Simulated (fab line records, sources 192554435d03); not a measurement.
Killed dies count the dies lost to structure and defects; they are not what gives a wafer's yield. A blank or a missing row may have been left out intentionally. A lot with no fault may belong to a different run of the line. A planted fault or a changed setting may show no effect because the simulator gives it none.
fab line records | flow n5-finfet
record lots=5 | wafers=15 | last-day=17
route steps=1938 shown BEOL_M1@782 BEOL_M4@1111 PASSIVATION@1936
lots that met no fault: taken from a fault-free run of the same line
start-h: hours from the record's opening day to when the first of the lot's shown wafers began | wait-h: hours elapsed since this lot's preceding step | " unchanged from the row above | L1.1+2: one row covering several wafers at once | - value missing, or start not given | * or withheld: withheld | < > ~ a bound
route shown NAME@n: a module of which the file shows steps, and the number in the route of the first | usual: average and standard deviation across the fault-free wafers | same: alike in all rows | chamber/n: place in a boat | sites: per-site readings | _std_site: standard deviation across them | _edge_site: mean of outer sites minus mean of inner sites | radius-mm: how far each site lies from the wafer's centre | mask NAME#n: copy n | behind: tool/chamber where the wafer was last shaped | hold: why the lot went on hold/how many hours it stayed there/how the hold came to an end | device: which transistor (n, p or np) failed to switch | end of line: tests of these same wafers at the route's end | for a step that has no rows: nothing shown but its recipe | killed: at the first sort, the dies lost to defects and structure; wafer yield is something else | map: a wafer's dies, x killed, . not, _ none there
set.NAME: the setting the step ran with; set.NAME@STEP: the setting that earlier step ran with | model.NAME: the simulator's own value behind a step, which no gauge read
certain route steps with their lots: each step a table, each wafer a row
services: from which hour (start-h, from the record's first day; less than 0 if before it) a tool's chamber was out of use, for how many hours, and why
## steps
# step N5_BEOL_M1_SOFTBAKE_23
# recipe temp-c=110 | time-s=60 | resist=CAR-EUV
# step N5_BEOL_M1_EXPOSE_25
# recipe mask-id=V0 | na=0.33 | source-shape=quasar | sigma-inner=0.2 | sigma-outer=0.8 | polarization=unpolarized | defocus-nm=5 | target-cd-nm=24 | dose-mj=63
# step N5_BEOL_M1_PEB_26
# recipe peb-temp-c=100 | peb-time-s=60 | resist=CAR-EUV
# step N5_BEOL_M1_DEVELOP_27
# recipe develop-time-s=30 | developer=TMAH | resist=CAR-EUV | rinse-liquid=surfactant-rinse | dry=air-spin | dev-temp-c=23
# step N5_BEOL_M1_DESCUM_33
# recipe chemistry=O2 | time-s=7 | source-power-w=50 | bias-power-w=20 | pressure-mtorr=20 | rf-frequency-hz=2.712e+07 | temp-c=40 | resist=CAR-EUV | o2-flow-sccm=225
# step N5_BEOL_M1_ETCH_77
# recipe chemistry=N2/H2 | target=underlayer | target-depth-a=65 | mask-material=CAR-EUV | time-s=5.2 | ion-energy-ev=200 | pressure-mtorr=30 | source-w=840 | bias-w=150 | n2-flow-sccm=200 | h2-flow-sccm=200 | ends=cleared
# step N5_BEOL_M1_ETCH_69
# recipe chemistry=CF4 | target=SiARC | target-depth-a=156 | mask-material=CAR-EUV | time-s=26 | ion-energy-ev=80 | pressure-mtorr=40 | source-w=545 | bias-w=36 | Ar_flow_sccm=100 | cf4-flow-sccm=100 | ends=cleared
# step N5_BEOL_M1_ALD_98
# recipe material=SiO2 | target-thk-a=25 | temp-c=100 | ald-precursor-family=BDEAS | ald-co-reactant=O2-plasma | pulse-time-s=1 | co-reactant-pulse-time-s=1 | purge-time-s=2 | co-reactant-purge-time-s=2 | ald-cycles=17 | pressure-torr=2
# step N5_BEOL_M1_ETCHBACK_99
# recipe chemistry=CHF3 | target=SiO2 | target-depth-a=50 | time-s=10.4 | source-w=215 | bias-w=47 | Ar_flow_sccm=200 | CHF3_flow_sccm=12 | ion-energy-ev=100 | pressure-mtorr=30
# step N5_BEOL_M1_ETCH_70
# recipe chemistry=N2/H2 | target=SOC | target-depth-a=800 | overetch-a=160 | mask-material=SiARC | temp-c=40 | time-s=120 | ion-energy-ev=200 | pressure-mtorr=30 | source-w=840 | bias-w=150 | n2-flow-sccm=200 | h2-flow-sccm=200
# usual chamber-pressure-mTorr=29.999/0.026 | drypump-motor-current-A=5.8/0.55 | oes-product-au=0.59/0.068 | rf-vpp-V=524.6/2 | showerhead-plenum-p-Torr=2.57/0.074 | throttle-valve-pct=17.80/0.17
lot.wafer | tool        | chamber | start-h | wait-h | chamber-pressure-mTorr | drypump-motor-current-A | oes-product-au | rf-hours-counter-h | rf-vpp-V | showerhead-plenum-p-Torr | throttle-valve-pct | model.SiARC_of_BEOL_M1_COAT_68.thk-nm
L258.2    | rie-diel-02 | 1       | 184.68  | 0.0    | 30.017                 | 6.3                     | 0.62           | 64                 | 524.5    | 2.60                     | 17.60              | 6.4
L258.5    | "           | 2       | "       | "      | 29.982                 | 5.9                     | 0.55           | -                  | 519.4    | 2.39                     | 17.66              | 6.8
L258.6    | "           | 0       | "       | "      | 30.025                 | 5.2                     | 0.55           | -                  | 525.3    | 2.60                     | 17.67              | 6.6
L265.2    | rie-diel-02 | 0       | 219.02  | 0.0    | 30.015                 | 5.2                     | 0.53           | 241                | 524.9    | 2.59                     | 17.72              | 6.6
L265.4    | "           | 3       | "       | "      | 29.968                 | 6.2                     | 0.52           | -                  | 526.0    | 2.64                     | 17.97              | 6.4
L265.5    | "           | 0       | "       | "      | 30.007                 | 5.2                     | 0.54           | -                  | 524.9    | 2.59                     | 17.70              | 3.4
L266.1    | rie-diel-02 | 3       | 220.40  | 0.0    | 30.019                 | 6.3                     | 0.52           | 238                | 526.3    | 2.64                     | 17.96              | 6.4
L266.4    | "           | 1       | "       | "      | 30.025                 | 6.3                     | 0.63           | -                  | 523.9    | 2.60                     | 17.61              | 6.2
L266.6    | "           | 0       | "       | "      | 29.990                 | 5.2                     | 0.54           | -                  | 525.1    | 2.59                     | 17.71              | 3.4
L267.1    | rie-diel-02 | 1       | 222.97  | 0.0    | 29.972                 | 6.3                     | 0.61           | 78                 | 525.8    | 2.60                     | 17.61              | 6.4
L267.2    | "           | 3       | "       | "      | 29.949                 | 6.3                     | 0.52           | 238                | 525.7    | 2.64                     | 17.97              | 6.4
L267.5    | "           | 1       | "       | "      | 30.016                 | 6.3                     | 0.62           | -                  | 525.5    | 2.60                     | 17.63              | 3
L270.1    | rie-diel-03 | 0       | 261.36  | 0.0    | 30.036                 | 5.9                     | 0.69           | 39                 | 522.7    | 2.49                     | 17.88              | 6.2
L270.3    | "           | 1       | "       | "      | 29.999                 | 5.3                     | 0.54           | 205                | 523.7    | 2.50                     | 18.08              | 5.8
L270.6    | "           | 3       | "       | "      | 29.975                 | 4.9                     | 0.55           | -                  | 527.8    | 2.63                     | 17.94              | 6.2
# step N5_BEOL_M1_STRIP_71
# recipe chemistry=N2/H2 | temp-c=40 | n2-flow-sccm=200 | h2-flow-sccm=200 | rf-frequency-hz=6e+07
# step N5_BEOL_M1_STRIP_78
# recipe chemistry=N2/H2 | temp-c=40 | n2-flow-sccm=200 | h2-flow-sccm=200 | rf-frequency-hz=6e+07
# step N5_BEOL_M1_VIA_ETCH_34
# recipe chemistry=C4F6/O2 | target-depth-a=678 | mask-material=SOC | pressure-mtorr=15 | ion-energy-ev=250 | taper-deg=4 | time-s=64.4 | source-w=350 | bias-w=170 | Ar_flow_sccm=300 | C4F6_flow_sccm=10 | O2_flow_sccm=10
# usual chamber-pressure-mTorr=15.001/0.013 | drypump-motor-current-A=5.8/0.55 | mfc-ar-sccm=300.1/0.96 | oes-product-au=0.77/0.093 | rf-vpp-V=672/8.4 | showerhead-plenum-p-Torr=2.88/0.074 | throttle-valve-pct=30.8/0.35
lot.wafer | tool        | chamber | start-h | wait-h | chamber-pressure-mTorr | drypump-motor-current-A | mfc-ar-sccm | oes-product-au | rf-hours-counter-h | rf-vpp-V | showerhead-plenum-p-Torr | throttle-valve-pct | model.BEOL_M1.cd-nm
L258.2    | rie-diel-02 | 1       | 184.78  | 0.0    | 15.000                 | 6.3                     | 299.3       | 0.82           | 64                 | 674      | 2.88                     | 30.3               | 17.8
L258.5    | "           | 2       | "       | "      | 14.996                 | 5.9                     | 300.3       | 0.70           | -                  | 655      | 2.73                     | 30.9               | 18.4
L258.6    | "           | 0       | "       | "      | 15.021                 | 5.2                     | 298.7       | 0.70           | -                  | 673      | 2.92                     | 30.5               | 17.4
L265.2    | rie-diel-02 | 0       | 219.12  | 0.0    | 15.006                 | 5.2                     | 299.7       | 0.70           | 241                | 671      | 2.91                     | 30.5               | 18.4
L265.4    | "           | 3       | "       | "      | 15.023                 | 6.3                     | 299.4       | 0.68           | -                  | 669      | 2.92                     | 30.7               | 18.6
L265.5    | "           | 0       | "       | "      | 14.981                 | 5.2                     | 299.6       | 0.69           | -                  | 672      | 2.91                     | 30.5               | 19.4
L266.1    | rie-diel-02 | 3       | 220.50  | 0.0    | 15.007                 | 6.2                     | 300.5       | 0.69           | 238                | 668      | 2.92                     | 30.7               | 18
L266.4    | "           | 1       | "       | "      | 15.007                 | 6.3                     | 301.5       | 0.80           | -                  | 674      | 2.88                     | 30.3               | 17.6
L266.6    | "           | 0       | "       | "      | 15.006                 | 5.2                     | 299.1       | 0.69           | -                  | 673      | 2.91                     | 30.5               | 19.2
L267.1    | rie-diel-02 | 1       | 223.07  | 0.0    | 14.987                 | 6.3                     | 298.5       | 0.80           | 78                 | 674      | 2.88                     | 30.3               | 17.8
L267.2    | "           | 3       | "       | "      | 14.986                 | 6.2                     | 300.6       | 0.67           | 238                | 669      | 2.92                     | 30.7               | 18.2
L267.5    | "           | 1       | "       | "      | 15.007                 | 6.3                     | 298.9       | 0.81           | -                  | 675      | 2.88                     | 30.3               | 19.2
L270.1    | rie-diel-03 | 0       | 261.46  | 0.0    | 14.997                 | 6.0                     | 300.5       | 0.90           | 39                 | 662      | 2.79                     | 30.8               | 18.2
L270.3    | "           | 1       | "       | "      | 14.980                 | 5.4                     | 300.5       | 0.72           | 205                | 670      | 2.82                     | 31.4               | 18
L270.6    | "           | 3       | "       | "      | 14.993                 | 4.8                     | 300.8       | 0.71           | -                  | 683      | 2.99                     | 31.3               | 17.6
# step N5_BEOL_M1_STRIP_83
# recipe chemistry=C4F6/O2 | resist=SiARC | rf-frequency-hz=6e+07
# step N5_BEOL_M4_RC_MEAS_101
# usual DIBL_N=36.4/2.7 | DIBL_P=36/3.2 | IOFF_N=0.16/0.046 | IOFF_P=0.21/0.055 | ION_N=677/15 | ION_P=464/11 | SS_N=71.5/0.79 | SS_P=73.3/0.93 | VT_N=250/4.1 | VT_P=-251/4.4
lot.wafer | tool      | chamber | start-h | wait-h | DIBL_N[mV/V] | DIBL_P[mV/V] | IOFF_N[nA/um] | IOFF_P[nA/um] | ION_N[uA/um] | ION_P[uA/um] | SS_N[mV/dec] | SS_P[mV/dec] | VT_N[mV] | VT_P[mV]
L258.2    | prober-02 | 0       | 230.95  | 0.2    | 41.4         | 41           | 0.23          | 0.33          | 676          | 460          | 71.9         | 74.9         | 248      | -245
L258.5    | "         | 0       | "       | "      | 36.1         | 34           | 0.13          | 0.19          | 658          | 455          | 71.0         | 73.1         | 256      | -254
L258.6    | "         | 0       | "       | "      | 35.3         | 34           | 0.13          | 0.19          | 664          | 456          | 71.0         | 73.9         | 251      | -250
L266.1    | prober-01 | 0       | 265.87  | 0.0    | 34.4         | 34           | 0.11          | 0.14          | 659          | 444          | 70.8         | 72.3         | 257      | -257
L266.4    | "         | 0       | "       | "      | 35.8         | 38           | 0.15          | 0.19          | 679          | 463          | 70.7         | 73.9         | 251      | -251
L266.6    | "         | 0       | "       | "      | 36.1         | 37           | 0.13          | 0.17          | 679          | 452          | 71.5         | 72.9         | 256      | -255
L265.2    | prober-01 | 0       | 275.31  | 0.2    | 39.8         | 40           | 0.24          | 0.26          | 696          | 468          | 71.9         | 73.4         | 245      | -248
L265.4    | "         | 0       | "       | "      | 41.8         | 43           | 0.29          | 0.31          | 698          | 465          | 73.2         | 74.5         | 243      | -247
L265.5    | "         | 0       | "       | "      | 34.9         | 35           | 0.14          | 0.18          | 658          | 457          | 70.8         | 72.5         | 254      | -251
L267.1    | prober-01 | 0       | 284.70  | 0.0    | 38.5         | 38           | 0.15          | 0.21          | 684          | 470          | 71.5         | 73.2         | 251      | -250
L267.2    | "         | 0       | "       | "      | 36.0         | 35           | 0.12          | 0.17          | 666          | 460          | 70.9         | 72.4         | 255      | -255
L267.5    | "         | 0       | "       | "      | 38.9         | 39           | 0.16          | 0.23          | 677          | 464          | 71.8         | 73.6         | 253      | -251
L270.1    | prober-01 | 0       | 298.70  | 0.0    | 39.3         | 39           | 0.20          | 0.25          | 679          | 464          | 72.0         | 73.7         | 243      | -248
L270.3    | "         | 0       | "       | "      | 38.4         | 37           | 0.19          | 0.23          | 691          | 467          | 71.1         | 73.3         | 247      | -249
L270.6    | "         | 0       | "       | "      | 41.9         | 41           | 0.26          | 0.29          | 695          | 470          | 73.3         | 74.8         | 243      | -247
# step N5_PASSIVATION_PROBE_49
# usual defect-limited-yield=91.1/1.4 | killed_at_M0_to_M3=34/9.7 | killed_at_M4_up=13/5.1 | killed-at-contacts=14/6.3 | killed-at-front-end=40/11 | killed-at-other=3.5/2.7 | killed-dies=105/16 | killed-on-rim=13/4.1 | killed-open=70/12 | killed-short=34/7.8 | sort_bin_5_function=5.2/0.88 | sort_bin_6_memory=3.3/0.7 | sort-n-pass=1074/17 | sort-yield-pct=91.0/1.5
# same gross-dies=1180 | killed-at-back-side=0 | sort_bin_4_leakage[%]=0 | sort_bin_8_speed[%]=0
lot.wafer | tool      | chamber | start-h | wait-h | defect-limited-yield[%] | killed_at_M0_to_M3 | killed_at_M4_up | killed-at-contacts | killed-at-front-end | killed-at-other | killed-dies | killed-on-rim | killed-open | killed-short | sort_bin_5_function[%] | sort_bin_6_memory[%] | sort-n-pass | sort-yield-pct[%]
L265.2    | prober-02 | -       | 377.93  | 0.1    | 90.3                    | 44                 | 16              | 6                  | 48                  | 0               | 114         | 16            | 81          | 31           | 5.4                    | 3.9                  | 1066        | 90.3
L265.4    | prober-02 | -       | 378.03  | 0.2    | 87.5                    | 68                 | 10              | 14                 | 54                  | 2               | 148         | 23            | 107         | 41           | 7.8                    | 4.3                  | 1032        | 87.5
L265.5    | prober-02 | -       | 378.08  | 0.2    | 91.2                    | 41                 | 22              | 3                  | 33                  | 5               | 104         | 12            | 67          | 36           | 5.4                    | 3.1                  | 1076        | 91.2
L267.1    | prober-01 | -       | 386.86  | 0.0    | 91.0                    | 38                 | 8               | 18                 | 37                  | 5               | 106         | 15            | 70          | 36           | 5.7                    | 3.1                  | 1074        | 91.0
L267.2    | prober-01 | -       | 386.91  | 0.1    | 91.7                    | 30                 | 9               | 15                 | 39                  | 5               | 98          | 11            | 65          | 32           | 4.9                    | 3.3                  | 1082        | 91.7
L267.5    | prober-01 | -       | 387.06  | 0.2    | 90.3                    | 36                 | 5               | 20                 | 53                  | 1               | 115         | 15            | 80          | 30           | 5.7                    | 3.3                  | 1065        | 90.3
# killed by level:class
L265.2 FIN_SAQP:geometric-particle:open=22 BEOL_M0_SAQP:geometric-particle:open=17 BEOL_M0_SAQP:geometric-particle:short=11 BEOL_M3:geometric-particle:open=9 STI_FIN_REVEAL:geometric-particle:open=7 BEOL_M4:geometric-particle:open=7 DUMMY_GATE:geometric-particle:open=5 MOL_CONTACT_COAG:geometric-particle:open=5
L265.4 STI_FIN_REVEAL:geometric-particle:open=29 BEOL_M0_SAQP:geometric-particle:open=22 BEOL_M0_SAQP:geometric-particle:short=15 BEOL_M3:geometric-particle:open=14 MOL_CONTACT_COAG:geometric-particle:open=11 BEOL_M2:geometric-particle:open=6 FIN_SAQP:geometric-particle:short=5 FIN_SAQP:geometric-particle:open=5
L265.5 BEOL_M0_SAQP:geometric-particle:short=11 BEOL_M0_SAQP:geometric-particle:open=10 BEOL_M4:geometric-particle:open=10 FIN_SAQP:geometric-particle:short=8 BEOL_M2:geometric-particle:open=8 FIN_SAQP:geometric-particle:open=7 STARTING-WAFER:geometric-particle:open=5 DUMMY_GATE:geometric-particle:open=4
L267.1 MOL_CONTACT_COAG:geometric-particle:open=13 BEOL_M2:geometric-particle:open=13 BEOL_M3:geometric-particle:open=10 FIN_SAQP:geometric-particle:short=6 BEOL_M1:geometric-particle:open=6 MOL_CONTACT_COAG:geometric-particle:short=5 FIN_SAQP:geometric-particle:open=4 STI_FIN_REVEAL:geometric-particle:open=4
L267.2 MOL_CONTACT_COAG:geometric-particle:open=13 BEOL_M2:geometric-particle:open=11 FIN_SAQP:geometric-particle:short=10 GATE_CUT:geometric-particle:short=6 FIN_SAQP:geometric-particle:open=5 BEOL_M3:geometric-particle:open=5 BEOL_M0_SAQP:geometric-particle:open=4 FIN_CUT:geometric-particle:open=3
L267.5 STI_FIN_REVEAL:geometric-particle:open=18 BEOL_M3:geometric-particle:open=16 MOL_CONTACT_COAG:geometric-particle:open=14 GATE_CUT:geometric-particle:short=6 ILD0:geometric-particle:open=6 MOL_CONTACT_COAG:geometric-particle:short=6 BEOL_M0_SAQP:geometric-particle:open=6 BEOL_M0_SAQP:geometric-particle:short=6
## services
tool        | chamber | start-h | hours | kind
rie-diel-02 | 2       | 214.60  | -     | clean
rie-diel-02 | 2       | 214.60  | -     | consumable-replace:focus-ring
rie-diel-02 | 2       | 214.60  | -     | consumable-replace:showerhead
rie-diel-02 | 2       | 214.60  | 22.7  | scheduled-down
rie-diel-02 | 2       | 214.60  | 22.7  | vent-cycle
rie-diel-02 | 0       | 254.63  | -     | clean
rie-diel-02 | 0       | 254.63  | -     | consumable-replace:focus-ring
rie-diel-02 | 0       | 254.63  | 32.4  | scheduled-down
rie-diel-02 | 0       | 254.63  | 32.4  | vent-cycle
## key
first-sign none at tools or gauges
model-effect step=N5_BEOL_M1_ETCH_70 | value=SiARC_of_BEOL_M1_COAT_68.thk-nm | without=6.533 | struck=3.267
model-effect step=N5_BEOL_M1_VIA_ETCH_34 | value=BEOL_M1.cd-nm | without=18 | struck=19.27
met-at N5_BEOL_M1_ETCH_70
struck-wafers L265.5,L266.6,L267.5
onset-between 184.68 219.02
fault kind=process-parameter-drift | tool=rie-diel-02 | chamber=- | onset-h=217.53 | steps=N5_BEOL_M1_ETCH_70 | channel=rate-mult | offset=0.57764 | shape=step | end-h=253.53 | scope=struck-wafers-only
